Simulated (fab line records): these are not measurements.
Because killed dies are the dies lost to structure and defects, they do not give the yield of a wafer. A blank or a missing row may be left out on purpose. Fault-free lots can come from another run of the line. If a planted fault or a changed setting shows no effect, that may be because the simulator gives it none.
Struck lot and sound lot, side by side || flow n5 finfet || 16 steps out of a route of 1938
Sound: wafers L399.3, L399.4, L399.5. Struck: wafer L394.3 (L394.1, L394.2, from the same lot, were not struck and are left out); the cause is given at the end.
Order at every step that has rows: each side's tool, ch and its chambers, its first start. Under that, the readings that differ: sound wafers || struck wafers || difference of the means || sigmas: that difference in standard deviations of wafers without a fault.
alike: readings with means less than 2 such deviations apart, plus words and numbers identical on both sides. not compared: withheld readings, readings lacking a value on some wafer, bounds such as >300 that could conceal the same value, and numbers that have no deviation in the record and whose values overlap.
A row with sigmas, a row that says differs or no value, or rows on one side alone: a step with any of these is where the two part. Non-overlapping numbers with no deviation appear without sigmas and do not part them. A reading that every wafer of one side lacks parts them only if that side has two wafers or more.

first, 9 steps without rows for these wafers: N5_MOL_CONTACT_COAG_DEVELOP_39 (develop time 30 s); N5_MOL_CONTACT_COAG_DESCUM_45 (chemistry O2, time 7 s); N5_MOL_CONTACT_COAG_ETCH_65 (etches underlayer in N2/H2, target depth 13 nm, time 10.4 s); N5_MOL_CONTACT_COAG_ETCH_66 (etches SiARC in CF4, target depth 13 nm, time 21.7 s); N5_MOL_CONTACT_COAG_ALD_133 (deposits SiO2, target thk 5 nm, pulse time 1 s, co reactant pulse time 1 s); N5_MOL_CONTACT_COAG_ETCHBACK_134 (etches SiO2 in CHF3, target depth 10 nm, time 6.7 s); N5_MOL_CONTACT_COAG_ETCH_67 (etches SOC in N2/H2, target depth 60 nm, overetch 21 nm, time 101.2 s); N5_MOL_CONTACT_COAG_STRIP_68 (strips in N2/H2); N5_MOL_CONTACT_COAG_STRIP_69 (strips in N2/H2).
N5_MOL_CONTACT_COAG_ETCHBACK_136: etches SiO2 in CHF3, target depth 25 nm, time 16.7 s.
  sound on rie diel-06 ch 0,2, day 8 14:41; struck on rie diel-05 ch 2, day 7 06:25
{"reading": "CHF3_flow_sccm (sccm)", "sound": "49.91 50.13 49.98", "struck": 49.67, "difference": -0.34, "sigmas": -2}
{"reading": "oes product au (a.u.)", "sound": "0.87 0.86 0.87", "struck": 1.07, "difference": "+0.20", "sigmas": "+2"}
{"reading": "model.SOC_of_MOL_CONTACT_COAG_COAT_62.thk nm (nm)", "sound": "57.2 57.4 57.4", "struck": 56.2, "difference": -1.1, "sigmas": ""}
  alike: drypump motor current A, oes_f_703_au, rf fwd power W, rf vpp V, showerhead plenum p Torr, throttle valve pct
  not compared: rf hours counter h
then, 1 step without rows for these wafers: N5_MOL_CONTACT_COAG_STRIP_120 (strips in CHF3).
N5_MOL_CONTACT_COAG_VIA_ETCH_117: etches SiO2 in C4F6/O2, target depth 40 nm, overetch 8 nm, time 26 s.
  sound on rie diel-06 ch 0,2, day 8 14:43; struck on rie diel-05 ch 2, day 7 06:26
{"reading": "model.etch.depth nm (nm)", "sound": "39.64 39.55 39.77", "struck": 29.99, "difference": -9.66, "sigmas": ""}
{"reading": "model.MOL_CONTACT_COAG.feature depth nm (nm)", "sound": "39.6 39.6 39.8", "struck": 30, "difference": -10, "sigmas": ""}
  alike: drypump motor current A, oes_f_703_au, oes_o_777_au, oes product au, rf fwd power W, rf vpp V, showerhead plenum p Torr, throttle valve pct
  not compared: rf hours counter h
then, 1 step without rows for these wafers: N5_MOL_CONTACT_COAG_ETCH_124 (etches SiNx in CH3F/O2, stops on SiOC, target depth 6.5 nm).
N5_MOL_CONTACT_COAG_ETCH_48: etches SiOC in C4F6/O2, target depth 15 nm, overetch 4.5 nm, time 17 s.
  sound on rie diel-06 ch 0,2, day 8 14:47; struck on rie diel-05 ch 2, day 7 06:31
{"reading": "model.SOC_of_MOL_CONTACT_COAG_COAT_62.thk nm (nm)", "sound": "45.6 45.8 45.8", "struck": 44.8, "difference": -0.9, "sigmas": ""}
  alike: drypump motor current A, oes_f_703_au, oes_o_777_au, oes product au, rf fwd power W, rf vpp V, showerhead plenum p Torr, throttle valve pct
  not compared: rf hours counter h
then, 1 step without rows for these wafers: N5_MOL_CONTACT_COAG_STRIP_72 (strips in N2/H2).
-- record jumps: 8 days separate the struck wafers' starts on either side; left off in module MOL_CONTACT_COAG, taken up again in module PASSIVATION, whose first shown step is the route's number 1936 --
N5_PASSIVATION_PROBE_49:
  sound on prober-01, day 17 04:14; struck on prober-02, day 15 02:17
{"reading": "killed_at_M0_to_M3", "sound": "46 61 50", "struck": 29, "difference": -23, "sigmas": -2}
{"reading": "killed dies", "sound": "97 138 140", "struck": 80, "difference": -45, "sigmas": -3}
{"reading": "killed open", "sound": "62 86 97", "struck": 54, "difference": -28, "sigmas": -2}
  alike: killed_at_M4_up, killed at contacts, killed at front end, killed at other, killed on rim, killed short

== WHERE THEY PART ==
Earliest at N5_MOL_CONTACT_COAG_ETCHBACK_136; latest, in this record, at N5_PASSIVATION_PROBE_49.

WHY: what had been put in by the simulator
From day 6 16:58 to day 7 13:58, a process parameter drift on rie diel-05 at N5_MOL_CONTACT_COAG_ETCHBACK_136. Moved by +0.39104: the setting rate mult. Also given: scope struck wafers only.
